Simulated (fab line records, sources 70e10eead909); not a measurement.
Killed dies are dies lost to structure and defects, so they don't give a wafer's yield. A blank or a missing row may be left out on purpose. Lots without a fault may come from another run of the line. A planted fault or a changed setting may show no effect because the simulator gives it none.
A struck lot beside a sound one | flow nand_harc | 18 steps out of a route of 1302
Sound: wafers L163.2, L163.3, L163.6. Struck: wafers L170.1, L170.3, L170.4. The cause comes at the end.
At each step with rows: each side's tool, then ch and its chambers, then its first start. Under that, the readings that differ: sound wafers | struck wafers | difference of the means | sigmas: that difference in standard deviations of wafers without a fault.
alike: readings whose means differ by less than 2 such deviations, and words and numbers that are the same on both sides. not compared: withheld readings, readings that some wafer has no value for, bounds like >300 that may hide the same value, and numbers for which the record gives no deviation and whose values overlap.
The two part at a step that has a row with sigmas, a row that says differs or no value, or rows on one side only. Numbers that don't overlap but have no deviation are shown without sigmas and don't part them. A reading that every wafer of one side lacks parts them only if that side has two wafers or more.

NHARC_P_GATE_CD_MEAS_46: target cd 720 nm.
  sound on cd_sem-03 ch 0, day 5 19:42; struck on cd_sem-02 ch 0, day 8 21:28
  alike: cd_nm
then, 1 step without rows for these wafers: NHARC_P_GATE_HARDBAKE_47 (time 80 s).
NHARC_P_GATE_DESCUM_48: chemistry O2, time 3 s.
  sound on rie_diel-02 ch 0,2,3, day 5 19:52; struck on rie_diel-02 ch 0,1,2, day 8 21:38
  alike: drypump_motor_current_A, oes_product_au, rf_vpp_V, showerhead_plenum_p_Torr, throttle_valve_pct
  not compared: rf_hours_counter_h
then, 1 step without rows for these wafers: NHARC_P_GATE_IMPLANT_49.
NHARC_P_GATE_STRIP_111: strips in N2/H2, time 250 s.
  sound on plasma_asher-02 ch 1, day 5 20:17; struck on plasma_asher-01 ch 0,1, day 8 22:00
  reading                     | sound          | struck         | difference | sigmas
  drypump_motor_current_A (A) | 6.11 6.13 6.13 | 5.37 5.36 5.68 | -0.65      | -2
  alike: heater_power_w
  not compared: rf_hours_counter_h
NHARC_P_GATE_STRIP_75: strips in O2.
  sound on plasma_asher-02 ch 1, day 5 20:33; struck on plasma_asher-01 ch 0,1, day 8 22:18
  reading                     | sound          | struck         | difference | sigmas
  drypump_motor_current_A (A) | 6.16 6.18 6.16 | 5.34 5.37 5.67 | -0.71      | -2
  alike: heater_power_w
  not compared: rf_hours_counter_h
then, 6 steps without rows for these wafers: NHARC_P_GATE_STRIP_50 (strips in SPM, time 900 s); NHARC_P_GATE_DEHYDRATE_51 (time 120 s); NHARC_P_GATE_HMDS_52 (time 30 s); NHARC_P_GATE_COAT_53; NHARC_P_GATE_SOFTBAKE_54 (time 95 s); NHARC_P_GATE_EBR_55.
NHARC_P_GATE_EXPOSE_56: exposes mask P PSD, target cd 720 nm.
  sound on krf_scanner-04 ch 0, day 5 21:19; struck on krf_scanner-01 ch 0, day 8 23:04
  reading | sound                   | struck                  | difference | sigmas
  mask    | P_PSD#0 P_PSD#0 P_PSD#0 | P_HVN#0 P_HVN#0 P_HVN#0 | differs    |
  alike: stage_vel_mm_s
then, 2 steps without rows for these wafers: NHARC_P_GATE_PEB_57 (peb time 85 s); NHARC_P_GATE_DEVELOP_58 (time 70 s).
NHARC_P_GATE_CD_MEAS_59: target cd 720 nm.
  sound on cd_sem-03 ch 0, day 5 21:28; struck on cd_sem-02 ch 0, day 8 23:13
  reading    | sound             | struck | difference                    | sigmas
  cd_nm (nm) | 718.1 718.7 718.4 | - - -  | no value on the struck wafers |
then, 1 step without rows for these wafers: NHARC_P_GATE_HARDBAKE_60 (time 80 s).
-- the record jumps here: 19 days lie between the struck wafers' starts before and after (it left off in module P_GATE and takes up again in module END, whose first step shown is number 1302 of the route) --
NHARC_END_SORT_01:
  the record has rows for the struck wafers here (prober-02 ch 0, day 28 02:24) and none for the sound ones

WHERE THEY PART
First at NHARC_P_GATE_STRIP_111; last, within this record, at NHARC_END_SORT_01.

WHY: what the simulator had put in
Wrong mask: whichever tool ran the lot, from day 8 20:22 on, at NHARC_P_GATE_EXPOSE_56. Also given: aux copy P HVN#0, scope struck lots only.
